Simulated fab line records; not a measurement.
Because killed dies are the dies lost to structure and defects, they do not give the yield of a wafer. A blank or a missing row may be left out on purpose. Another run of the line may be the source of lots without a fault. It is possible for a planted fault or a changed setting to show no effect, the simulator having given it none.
Problem report, 8D (eight disciplines) form, completed by code    flow nandHarc    the parts of the form that need people (team, actions taken, sign-off) are left out

1. THE ISSUE
developerTempC at NHARC_P_CONTACT_DEVELOP_11 reads a mean of 23.91 C on 6 wafers of 2 lots; wafers without a fault read 23.01 C with a standard deviation of 0.11. Measured from the usual mean, that is +8.2 standard deviations.
The step: develop time 35 s.
Seen first at day 7 20:00 on lithoTrack-01, wafer L912.1. At this step, 39 wafers from 13 lots have a number in the record. The rule behind "out" and "out of limits": a value lying over 4 standard deviations away from the usual mean. All remaining wafers that have a number are taken as sound.

2. WHAT IT IS, WHAT IT ISN'T
question                     is                      is not
which readings at this step  developerTempC          -
which lots                   L912, L915              L903, L904, L905, L909, L911, L914, L917, L920, L922, L923, L924
which wafers of those lots   all that have a number  -
read on which tools          lithoTrack-01           lithoTrack-04, lithoTrack-06
when                         from day 7 20:00        up to then (15 sound wafers); but 18 sound wafers of L914, L917, L920, L922, L923, L924 came after

3. WHAT RULES OUT EACH SUSPECT
Counting: a tool at any process step up to the reading remains a suspect when it ran all the lots that are out and ran no sound lot after the first of those.
- plasmaAsher-01 at NHARC_P_GATE_STRIP_111 (strips in N2/H2, time 250 s): ruled out as a lasting fault. Sound lots L911, L914, L917, L920, L923, L924 ran on it after its first lot that is out, L912 (day 7 12:19).
- lithoTrack-01 at NHARC_P_CONTACT_DEVELOP_11 (develop time 35 s): kept. It processed each lot that is out, first L912 at day 7 20:00, and no sound lot thereafter; up to then, the last sound lot it processed was L903 at day 5 21:00. Its own readings are out on those wafers: developerTempC.
The count leaves lithoTrack-01 at NHARC_P_CONTACT_DEVELOP_11.

4. THE CAUSE (what the simulator had put in)
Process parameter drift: lithoTrack-01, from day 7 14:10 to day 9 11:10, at NHARC_P_CONTACT_DEVELOP_11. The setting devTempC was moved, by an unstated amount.
Counting left only this tool.

5. THE CHAIN OF EFFECTS, in route order
Each row: a reading where the mean over the struck wafers with a number is more than 3 standard deviations away from the usual. Only readings for which the record gives a usual standard deviation are gone through. hours: the time from each lot's start at the first step in this table that gives one to its start at this step, as a median over the lots. sigmas: the change in usual standard deviations.
hours  step                        reading         usual    on struck wafers  change  sigmas
0      NHARC_P_CONTACT_DEVELOP_11  developerTempC  23.01 C  23.91             +0.90   +8.2
The process steps in it:
- NHARC_P_CONTACT_DEVELOP_11: develop time 35 s.

6. HOW IT WOULD HAVE BEEN CAUGHT EARLIER
In this record no reading fell out of limits until day 7 20:00, 6 hours after the fault had begun at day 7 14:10.
